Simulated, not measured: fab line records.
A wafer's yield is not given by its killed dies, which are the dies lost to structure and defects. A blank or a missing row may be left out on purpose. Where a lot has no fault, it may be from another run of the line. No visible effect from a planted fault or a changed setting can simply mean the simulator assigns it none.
Which tool did it? / flow n5Finfet / 27 wafers from 9 lots sampled at 5 of the route's 1938 steps

## WHAT THE GAUGES READ, wafer by wafer
N5_BEOL_M4_RC_MEAS_101. Usual: DIBL_N 36.6 mV/V, standard deviation 1.3; DIBL_P 36.4 mV/V, standard deviation 1.4; IOFF_N 0.167 nA/um, standard deviation 0.023; IOFF_P 0.219 nA/um, standard deviation 0.029; ION_N 678 uA/um, standard deviation 8.7; ION_P 464 uA/um, standard deviation 6.4; SS_N 71.5 mV/dec, standard deviation 0.53; SS_P 73.4 mV/dec, standard deviation 0.57; VT_N 248.5 mV, standard deviation 2.8; VT_P -249 mV, standard deviation 3.1.
lot=L694; measured=day 9 04:13; on=prober-02; DIBL_N (mV/V)=35.3 34.1 34.1; DIBL_P (mV/V)=33.7 32.7 33.6; IOFF_N (nA/um)=0.136 0.125 0.129; IOFF_P (nA/um)=0.182 0.170 0.179; ION_N (uA/um)=658 659 668; ION_P (uA/um)=455 458 458; SS_N (mV/dec)=70.3 70.5 70.8; SS_P (mV/dec)=73.0 72.9 72.8; VT_N (mV)=255.9 253.4 253.7; VT_P (mV)=-250 -250 -251; flag=
lot=L699; measured=day 10 17:10; on=prober-01; DIBL_N (mV/V)=36.8 36.2 35.3; DIBL_P (mV/V)=37.2 36.7 35.4; IOFF_N (nA/um)=0.144 0.149 0.128; IOFF_P (nA/um)=0.192 0.185 0.163; ION_N (uA/um)=676 678 675; ION_P (uA/um)=460 460 452; SS_N (mV/dec)=71.5 71.3 71.1; SS_P (mV/dec)=73.0 73.2 72.7; VT_N (mV)=251.5 251.0 253.6; VT_P (mV)=-252 -256 -255; flag=
lot=L700; measured=day 11 14:48; on=prober-02; DIBL_N (mV/V)=35.0 37.0 37.8; DIBL_P (mV/V)=34.1 36.9 37.1; IOFF_N (nA/um)=0.133 0.166 0.169; IOFF_P (nA/um)=0.192 0.239 0.238; ION_N (uA/um)=666 681 669; ION_P (uA/um)=462 471 459; SS_N (mV/dec)=70.6 71.8 71.9; SS_P (mV/dec)=72.9 73.5 73.4; VT_N (mV)=252.4 247.1 250.5; VT_P (mV)=-249 -247 -246; flag=
lot=L702; measured=day 12 19:20; on=prober-01; DIBL_N (mV/V)=34.9 36.6 34.6; DIBL_P (mV/V)=34.7 36.5 34.2; IOFF_N (nA/um)=0.144 0.170 0.131; IOFF_P (nA/um)=0.182 0.208 0.178; ION_N (uA/um)=674 669 665; ION_P (uA/um)=460 458 461; SS_N (mV/dec)=71.2 71.6 70.7; SS_P (mV/dec)=72.9 73.3 72.7; VT_N (mV)=250.8 247.6 249.1; VT_P (mV)=-253 -249 -251; flag=
lot=L703; measured=day 11 14:51; on=prober-01; DIBL_N (mV/V)=34.9 34.1 34.5; DIBL_P (mV/V)=36.0 34.6 35.8; IOFF_N (nA/um)=0.157 0.154 0.158; IOFF_P (nA/um)=0.243 0.216 0.238; ION_N (uA/um)=675 678 681; ION_P (uA/um)=467 468 472; SS_N (mV/dec)=71.3 71.1 71.1; SS_P (mV/dec)=73.4 72.9 73.4; VT_N (mV)=252.5 248.4 249.7; VT_P (mV)=-242 -246 -247; flag=
lot=L706; measured=day 13 20:31; on=prober-01; DIBL_N (mV/V)=34.8 35.6 36.5; DIBL_P (mV/V)=34.5 36.9 36.5; IOFF_N (nA/um)=0.142 0.159 0.169; IOFF_P (nA/um)=0.195 0.228 0.222; ION_N (uA/um)=661 675 670; ION_P (uA/um)=454 461 459; SS_N (mV/dec)=71.8 70.3 71.2; SS_P (mV/dec)=73.4 73.5 73.4; VT_N (mV)=250.3 249.4 247.3; VT_P (mV)=-251 -247 -246; flag=
lot=L711; measured=day 14 18:17; on=prober-01; DIBL_N (mV/V)=36.4 37.5 37.3; DIBL_P (mV/V)=36.8 38.0 37.8; IOFF_N (nA/um)=0.165 0.173 0.172; IOFF_P (nA/um)=0.212 0.237 0.228; ION_N (uA/um)=667 670 668; ION_P (uA/um)=458 463 461; SS_N (mV/dec)=71.5 71.5 71.3; SS_P (mV/dec)=73.0 73.5 73.2; VT_N (mV)=246.2 247.3 247.1; VT_P (mV)=-250 -248 -251; flag=
lot=L713; measured=day 15 15:37; on=prober-01; DIBL_N (mV/V)=37.1 37.7 36.9; DIBL_P (mV/V)=39.1 38.4 38.3; IOFF_N (nA/um)=0.171 0.176 0.168; IOFF_P (nA/um)=0.247 0.233 0.222; ION_N (uA/um)=674 675 678; ION_P (uA/um)=463 465 466; SS_N (mV/dec)=72.1 72.4 71.7; SS_P (mV/dec)=73.3 73.7 73.8; VT_N (mV)=249.8 250.0 252.3; VT_P (mV)=-248 -248 -251; flag=
lot=L715; measured=day 15 15:25; on=prober-02; DIBL_N (mV/V)=36.2 36.1 35.8; DIBL_P (mV/V)=37.2 36.6 36.3; IOFF_N (nA/um)=0.160 0.153 0.151; IOFF_P (nA/um)=0.197 0.182 0.179; ION_N (uA/um)=679 676 679; ION_P (uA/um)=461 457 460; SS_N (mV/dec)=71.8 71.3 70.9; SS_P (mV/dec)=72.2 72.6 72.6; VT_N (mV)=248.6 251.2 250.6; VT_P (mV)=-252 -250 -252; flag=

## WHICH TOOL RAN EACH LOT (tool, then ch and the chambers of the sampled wafers, then the start)
lot=L694; N5_HKMG_FIN_STRIP_89=rieDiel-05 ch 1,2,3, day 4 17:55; N5_GATE_CUT_ETCHBACK_00=rieMetal-01 ch 0,1, day 4 20:56; N5_GATE_CUT_ETCH_56=rieMetal-01 ch 0,1, day 4 21:04; N5_GATE_CUT_CMP_02=cmp-01 ch 0,1,2, day 5 00:31
lot=L699; N5_HKMG_FIN_STRIP_89=rieDiel-05 ch 1,2,3, day 5 22:49; N5_GATE_CUT_ETCHBACK_00=rieMetal-01 ch 0,1, day 6 02:05; N5_GATE_CUT_ETCH_56=rieMetal-01 ch 0,1, day 6 02:13; N5_GATE_CUT_CMP_02=cmp-01 ch 0,2,3, day 6 05:19
lot=L700; N5_HKMG_FIN_STRIP_89=rieDiel-05 ch 0,3, day 6 05:09; N5_GATE_CUT_ETCHBACK_00=rieMetal-02 ch 0,1, day 6 08:11; N5_GATE_CUT_ETCH_56=rieMetal-02 ch 0,1, day 6 08:18; N5_GATE_CUT_CMP_02=cmp-02 ch 1,2, day 6 11:08
lot=L702; N5_HKMG_FIN_STRIP_89=rieDiel-04 ch 1,3, day 6 16:15; N5_GATE_CUT_ETCHBACK_00=rieMetal-02 ch 0,1, day 6 19:49; N5_GATE_CUT_ETCH_56=rieMetal-02 ch 0,1, day 6 19:56; N5_GATE_CUT_CMP_02=cmp-02 ch 1,2,3, day 6 22:44
lot=L703; N5_HKMG_FIN_STRIP_89=rieDiel-01 ch 1,2,3, day 6 23:37; N5_GATE_CUT_ETCHBACK_00=rieMetal-02 ch 0,1, day 7 03:03; N5_GATE_CUT_ETCH_56=rieMetal-02 ch 0,1, day 7 03:10; N5_GATE_CUT_CMP_02=cmp-03 ch 0,2,3, day 7 05:56
lot=L706; N5_HKMG_FIN_STRIP_89=rieDiel-05 ch 0,3, day 7 16:58; N5_GATE_CUT_ETCHBACK_00=rieMetal-02 ch 0,1, day 7 20:00; N5_GATE_CUT_ETCH_56=rieMetal-02 ch 0,1, day 7 20:07; N5_GATE_CUT_CMP_02=cmp-02 ch 0,1,3, day 7 22:52
lot=L711; N5_HKMG_FIN_STRIP_89=rieDiel-05 ch 0,1,2, day 9 07:27; N5_GATE_CUT_ETCHBACK_00=rieMetal-01 ch 0,1, day 9 10:59; N5_GATE_CUT_ETCH_56=rieMetal-01 ch 0,1, day 9 11:06; N5_GATE_CUT_CMP_02=cmp-01 ch 0,1,3, day 9 13:53
lot=L713; N5_HKMG_FIN_STRIP_89=rieDiel-01 ch 0,1,3, day 9 17:49; N5_GATE_CUT_ETCHBACK_00=rieMetal-03 ch 0,1, day 9 20:52; N5_GATE_CUT_ETCH_56=rieMetal-03 ch 0,1, day 9 20:59; N5_GATE_CUT_CMP_02=cmp-03 ch 1,2,3, day 10 01:21
lot=L715; N5_HKMG_FIN_STRIP_89=rieDiel-04 ch 1,2,3, day 10 05:22; N5_GATE_CUT_ETCHBACK_00=rieMetal-03 ch 0,1, day 10 08:24; N5_GATE_CUT_ETCH_56=rieMetal-03 ch 0,1, day 10 08:31; N5_GATE_CUT_CMP_02=cmp-02 ch 1,2,3, day 10 11:20
- N5_HKMG_FIN_STRIP_89: strips SOC in N2/H2, time 20 s.
- N5_GATE_CUT_ETCHBACK_00: etches W in SF6/Cl2.
- N5_GATE_CUT_ETCH_56: etches TiN in Cl2/Ar, target depth 21.6 nm.
- N5_GATE_CUT_CMP_02: polishes, stops on SiO2, t overpolish 12.7 s, target thk 0 nm.

## WHAT THE TOOLS THEMSELVES READ (means of the sampled wafers that have a number; where no wafer has one, the mark that the record gives instead)
N5_HKMG_FIN_STRIP_89. Usual: drypumpMotorCurrentA 5.9 A, standard deviation 0.47; h2FlowSccm 300.0 sccm, standard deviation 0.92; oesProductAu 0.79 a.u., standard deviation 0.069; rfVppV 54.4 V, standard deviation 0.81; showerheadPlenumPTorr 3.40 Torr, standard deviation 0.095; throttleValvePct 19.15 %, standard deviation 0.19.
lot=L694; tool=rieDiel-05; drypumpMotorCurrentA (A)=6.2; h2FlowSccm (sccm)=300.3; oesProductAu (a.u.)=0.80; rfVppV (V)=54.8; showerheadPlenumPTorr (Torr)=3.37; throttleValvePct (%)=19.09; flag=
lot=L699; tool=rieDiel-05; drypumpMotorCurrentA (A)=6.2; h2FlowSccm (sccm)=299.9; oesProductAu (a.u.)=0.79; rfVppV (V)=55.0; showerheadPlenumPTorr (Torr)=3.37; throttleValvePct (%)=19.11; flag=
lot=L700; tool=rieDiel-05; drypumpMotorCurrentA (A)=5.8; h2FlowSccm (sccm)=300.0; oesProductAu (a.u.)=0.83; rfVppV (V)=54.2; showerheadPlenumPTorr (Torr)=3.45; throttleValvePct (%)=19.21; flag=
lot=L702; tool=rieDiel-04; drypumpMotorCurrentA (A)=5.7; h2FlowSccm (sccm)=299.8; oesProductAu (a.u.)=0.88; rfVppV (V)=54.0; showerheadPlenumPTorr (Torr)=3.40; throttleValvePct (%)=19.09; flag=
lot=L703; tool=rieDiel-01; drypumpMotorCurrentA (A)=5.3; h2FlowSccm (sccm)=300.6; oesProductAu (a.u.)=0.75; rfVppV (V)=53.8; showerheadPlenumPTorr (Torr)=3.40; throttleValvePct (%)=19.12; flag=
lot=L706; tool=rieDiel-05; drypumpMotorCurrentA (A)=5.9; h2FlowSccm (sccm)=300.2; oesProductAu (a.u.)=0.83; rfVppV (V)=55.0; showerheadPlenumPTorr (Torr)=3.35; throttleValvePct (%)=19.13; flag=
lot=L711; tool=rieDiel-05; drypumpMotorCurrentA (A)=6.1; h2FlowSccm (sccm)=299.3; oesProductAu (a.u.)=0.77; rfVppV (V)=53.9; showerheadPlenumPTorr (Torr)=3.46; throttleValvePct (%)=19.24; flag=
lot=L713; tool=rieDiel-01; drypumpMotorCurrentA (A)=5.8; h2FlowSccm (sccm)=299.8; oesProductAu (a.u.)=0.79; rfVppV (V)=53.6; showerheadPlenumPTorr (Torr)=3.33; throttleValvePct (%)=19.23; flag=
lot=L715; tool=rieDiel-04; drypumpMotorCurrentA (A)=5.7; h2FlowSccm (sccm)=300.6; oesProductAu (a.u.)=0.85; rfVppV (V)=54.4; showerheadPlenumPTorr (Torr)=3.35; throttleValvePct (%)=19.12; flag=

N5_GATE_CUT_ETCHBACK_00. Usual: biasW 79.98 W, standard deviation 0.22; drypumpMotorCurrentA 5.92 A, standard deviation 0.12; oesProductAu 0.80 a.u., standard deviation 0.14; throttleValvePct 27.4 %, standard deviation 0.3.
lot=L694; tool=rieMetal-01; biasW (W)=79.72; drypumpMotorCurrentA (A)=5.99; oesProductAu (a.u.)=0.75; throttleValvePct (%)=27.1; flag=
lot=L699; tool=rieMetal-01; biasW (W)=80.03; drypumpMotorCurrentA (A)=5.99; oesProductAu (a.u.)=0.73; throttleValvePct (%)=27.1; flag=
lot=L700; tool=rieMetal-02; biasW (W)=80.20; drypumpMotorCurrentA (A)=5.94; oesProductAu (a.u.)=0.79; throttleValvePct (%)=27.4; flag=
lot=L702; tool=rieMetal-02; biasW (W)=80.04; drypumpMotorCurrentA (A)=5.93; oesProductAu (a.u.)=0.79; throttleValvePct (%)=27.4; flag=
lot=L703; tool=rieMetal-02; biasW (W)=79.93; drypumpMotorCurrentA (A)=5.91; oesProductAu (a.u.)=0.79; throttleValvePct (%)=27.4; flag=
lot=L706; tool=rieMetal-02; biasW (W)=79.85; drypumpMotorCurrentA (A)=6.02; oesProductAu (a.u.)=0.80; throttleValvePct (%)=27.5; flag=
lot=L711; tool=rieMetal-01; biasW (W)=79.78; drypumpMotorCurrentA (A)=5.96; oesProductAu (a.u.)=0.78; throttleValvePct (%)=27.2; flag=
lot=L713; tool=rieMetal-03; biasW (W)=79.95; drypumpMotorCurrentA (A)=5.88; oesProductAu (a.u.)=0.94; throttleValvePct (%)=27.4; flag=
lot=L715; tool=rieMetal-03; biasW (W)=80.13; drypumpMotorCurrentA (A)=5.88; oesProductAu (a.u.)=0.93; throttleValvePct (%)=27.4; flag=

N5_GATE_CUT_ETCH_56. Usual: biasW 60.00 W, standard deviation 0.18; drypumpMotorCurrentA 5.92 A, standard deviation 0.12; oesProductAu 0.80 a.u., standard deviation 0.14; rfFwdPowerW 595.9 W, standard deviation 2.3; throttleValvePct 20.76 %, standard deviation 0.29.
lot=L694; tool=rieMetal-01; biasW (W)=59.80; drypumpMotorCurrentA (A)=5.99; oesProductAu (a.u.)=0.75; rfFwdPowerW (W)=593.8; throttleValvePct (%)=20.48; flag=
lot=L699; tool=rieMetal-01; biasW (W)=59.93; drypumpMotorCurrentA (A)=6.01; oesProductAu (a.u.)=0.73; rfFwdPowerW (W)=593.3; throttleValvePct (%)=20.49; flag=
lot=L700; tool=rieMetal-02; biasW (W)=60.10; drypumpMotorCurrentA (A)=5.92; oesProductAu (a.u.)=0.80; rfFwdPowerW (W)=597.8; throttleValvePct (%)=20.71; flag=
lot=L702; tool=rieMetal-02; biasW (W)=60.03; drypumpMotorCurrentA (A)=5.94; oesProductAu (a.u.)=0.80; rfFwdPowerW (W)=596.2; throttleValvePct (%)=20.71; flag=
lot=L703; tool=rieMetal-02; biasW (W)=60.10; drypumpMotorCurrentA (A)=5.91; oesProductAu (a.u.)=0.87; rfFwdPowerW (W)=695.2; throttleValvePct (%)=20.62; flag=OFF
lot=L706; tool=rieMetal-02; biasW (W)=59.85; drypumpMotorCurrentA (A)=6.05; oesProductAu (a.u.)=0.83; rfFwdPowerW (W)=642.9; throttleValvePct (%)=20.85; flag=OFF
lot=L711; tool=rieMetal-01; biasW (W)=60.04; drypumpMotorCurrentA (A)=5.94; oesProductAu (a.u.)=0.79; rfFwdPowerW (W)=593.7; throttleValvePct (%)=20.47; flag=
lot=L713; tool=rieMetal-03; biasW (W)=59.99; drypumpMotorCurrentA (A)=5.88; oesProductAu (a.u.)=0.94; rfFwdPowerW (W)=597.0; throttleValvePct (%)=20.67; flag=
lot=L715; tool=rieMetal-03; biasW (W)=59.95; drypumpMotorCurrentA (A)=5.90; oesProductAu (a.u.)=0.93; rfFwdPowerW (W)=597.0; throttleValvePct (%)=20.66; flag=

N5_GATE_CUT_CMP_02. Usual: edgeZonePressureFrac 1.000, standard deviation 0.0053; motorCurrentA 8.6 A, standard deviation 1.1; overpolishRunS 12.699 s, standard deviation 0.0098; platenRpm 51.80 rpm, standard deviation 0.031; timeToEndpointS 25.9 s, standard deviation 1.9.
lot=L694; tool=cmp-01; edgeZonePressureFrac=1.007; motorCurrentA (A)=8.7; overpolishRunS (s)=12.698; platenRpm (rpm)=51.82; timeToEndpointS (s)=25.3; flag=
lot=L699; tool=cmp-01; edgeZonePressureFrac=0.998; motorCurrentA (A)=7.7; overpolishRunS (s)=12.702; platenRpm (rpm)=51.81; timeToEndpointS (s)=25.8; flag=
lot=L700; tool=cmp-02; edgeZonePressureFrac=0.997; motorCurrentA (A)=9.8; overpolishRunS (s)=12.692; platenRpm (rpm)=51.81; timeToEndpointS (s)=23.9; flag=
lot=L702; tool=cmp-02; edgeZonePressureFrac=0.998; motorCurrentA (A)=9.1; overpolishRunS (s)=12.699; platenRpm (rpm)=51.81; timeToEndpointS (s)=27.5; flag=
lot=L703; tool=cmp-03; edgeZonePressureFrac=1.001; motorCurrentA (A)=8.7; overpolishRunS (s)=12.703; platenRpm (rpm)=51.81; timeToEndpointS (s)=26.7; flag=
lot=L706; tool=cmp-02; edgeZonePressureFrac=0.999; motorCurrentA (A)=8.7; overpolishRunS (s)=12.702; platenRpm (rpm)=51.79; timeToEndpointS (s)=25.0; flag=
lot=L711; tool=cmp-01; edgeZonePressureFrac=1.003; motorCurrentA (A)=8.1; overpolishRunS (s)=12.694; platenRpm (rpm)=51.81; timeToEndpointS (s)=26.7; flag=
lot=L713; tool=cmp-03; edgeZonePressureFrac=0.995; motorCurrentA (A)=9.3; overpolishRunS (s)=12.698; platenRpm (rpm)=51.77; timeToEndpointS (s)=25.8; flag=
lot=L715; tool=cmp-02; edgeZonePressureFrac=1.003; motorCurrentA (A)=8.7; overpolishRunS (s)=12.706; platenRpm (rpm)=51.78; timeToEndpointS (s)=30.0; flag=

## THE ANSWER, worked out from the rows above alone
Rule: lot off if the mean of its wafers having a number is beyond 3 standard deviations from the usual mean. A lot without any number at a reading at which 4 lots or more have one is off too. All remaining lots with rows at the step are treated as sound. First the gauges in route order, then the tools' own readings, where a lot's mean is used as printed above. The first step at which some lot is off is used, and at that step the reading that is off furthest; a lot without a number counts as furthest.
Off, at N5_GATE_CUT_ETCH_56 on rfFwdPowerW: L703, L706.
A tool fits if, at that step or a process step before it, it ran every lot that is off, and no sound lot after the first of them. One fits: rieMetal-02 at N5_GATE_CUT_ETCHBACK_00 and N5_GATE_CUT_ETCH_56. At N5_GATE_CUT_ETCHBACK_00 its last sound lot is L702 (day 6 19:49), its first lot that is off L703 (day 7 03:03): a fault that began between those two fits.

## WHAT THE SIMULATOR HAD PUT IN
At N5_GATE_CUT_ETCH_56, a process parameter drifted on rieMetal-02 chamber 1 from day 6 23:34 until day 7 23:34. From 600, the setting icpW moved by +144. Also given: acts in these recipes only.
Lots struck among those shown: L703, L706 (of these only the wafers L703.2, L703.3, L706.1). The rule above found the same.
